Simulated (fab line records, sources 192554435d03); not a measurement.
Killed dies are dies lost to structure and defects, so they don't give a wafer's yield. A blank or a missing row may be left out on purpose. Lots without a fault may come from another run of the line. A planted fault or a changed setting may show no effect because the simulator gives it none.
Split-lot experiment | flow n5_finfet | 7 lots, 21 wafers read, on a route of 1938 steps

THE SPLIT
At N5_BEOL_M3_COAT_76 (time 60 s, resist thk 5 nm), the setting spin_rpm was moved away from the recipe's 1500 rpm on 5 of the 21 wafers read, by -7.7% to +7.3%. The other wafers ran this setting at the recipe's value.

FROM THE SPLIT TO THE READING: what the file shows between them, 5 steps
- N5_BEOL_M3_EXPOSE_25: exposes mask V2, defocus 5 nm (also split here: dose_mj)
- N5_BEOL_M3_PEB_26: peb time 60 s
- N5_BEOL_M3_DEVELOP_27: develop time 30 s
- N5_BEOL_M3_CD_MEAS_28: target cd 25.7 nm, target cd y 23.3 nm
- N5_BEOL_M3_DESCUM_33: chemistry O2, time 7 s

THE READING
etch.depth_nm (the simulator's own value, which no gauge read), in nm, at N5_BEOL_M3_ETCH_77 (etches underlayer in N2/H2, target depth 6.5 nm, time 5.2 s). The file gives no usual value for it. The 16 wafers here that ran the recipe average 5.002 nm, standard deviation 0.012 nm.

wafer  | tool, chamber at the split | spin_rpm as run, rpm | against the recipe | etch.depth_nm, nm | against lot-mates on the recipe
L077.1 | litho_track-01, 0          | 1500                 | recipe             | 4.992             | -
L077.3 | litho_track-01, 0          | 1500                 | recipe             | 4.992             | -
L077.4 | litho_track-01, 0          | 1500                 | recipe             | 4.995             | -
L078.1 | litho_track-04, 0          | 1500                 | recipe             | 4.992             | -
L078.2 | litho_track-04, 0          | 1500                 | recipe             | 5.011             | -
L078.4 | litho_track-04, 0          | 1500                 | recipe             | 5.006             | -
L079.1 | litho_track-01, 0          | 1500                 | recipe             | 4.992             | -
L079.6 | litho_track-01, 0          | 1500                 | recipe             | 4.992             | -
L079.2 | litho_track-01, 0          | 1384                 | -7.7%              | 5.204             | +0.212
L083.1 | litho_track-02, 0          | 1440                 | -4.0%              | 5.101             | +0.105
L083.2 | litho_track-02, 0          | 1500                 | recipe             | 4.996             | -
L083.6 | litho_track-02, 0          | 1440                 | -4.0%              | 5.078             | +0.082
L082.2 | litho_track-01, 0          | 1500                 | recipe             | 5.008             | -
L082.4 | litho_track-01, 0          | 1500                 | recipe             | 4.996             | -
L082.5 | litho_track-01, 0          | 1500                 | recipe             | 4.991             | -
L087.1 | litho_track-02, 0          | 1595                 | +6.3%              | 4.86              | -0.149
L087.2 | litho_track-02, 0          | 1500                 | recipe             | 5.005             | -
L087.4 | litho_track-02, 0          | 1500                 | recipe             | 5.014             | -
L089.1 | litho_track-02, 0          | 1500                 | recipe             | 5.03              | -
L089.2 | litho_track-02, 0          | 1610                 | +7.3%              | 4.835             | -0.193
L089.4 | litho_track-02, 0          | 1500                 | recipe             | 5.026             | -

THE FIT
A straight line over all 21 wafers: etch.depth_nm changes by -0.0236 nm for each +1% of spin_rpm; r = -0.98; the points scatter about the line by 0.013 nm.
The same after taking each lot's own level away (the mean of its wafers on the recipe; 21 wafers): -0.0256 nm for each +1%; r = -1.00; scatter 0.008 nm.
On that fit, the largest move of spin_rpm shifts the reading by 0.2 nm.
The lots' own levels span 4.9920 to 5.0280 nm, that is 2.9 times the standard deviation above.
So the lot-to-lot level changes the slope little: the two slopes agree.
Check: with one of the wafers moved furthest among these (-7.7%) left out of the fit, the line predicts +0.19 nm for it against its lot-mates. It came out at +0.212 nm against them.

OTHER SPLITS ON THESE WAFERS
These wafers also went through other splits before the reading. Each is held against what the fit with the lots' levels taken away leaves over:
other split on the same wafers               | wafers away from the commonest value | r with etch.depth_nm (lot level and that fit taken away)
N5_SD_EPI_P_COAT_03 spin_rpm                 | 10                                   | +0.24
N5_SDB_COAT_05 spin_rpm                      | 6                                    | -0.24
N5_MOL_CONTACT_COAG_CONTACT_ETCH_14 source_w | 4                                    | +0.12
N5_MOL_CONTACT_COAG_CVD_140 target_thk_a     | 5                                    | -0.03
N5_BEOL_M0_SAQP_PEB_12 peb_time_s            | 7                                    | -0.36
N5_BEOL_M0_SAQP_DESCUM_19 time_s             | 11                                   | -0.25
N5_BEOL_M1_PECVD_72 time_s                   | 9                                    | +0.04
N5_BEOL_M3_EXPOSE_25 dose_mj                 | 9                                    | +0.31

THE FILE'S OWN FIT
etch.depth_nm changes by -0.0258 nm for each +1% of spin_rpm, r = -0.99.
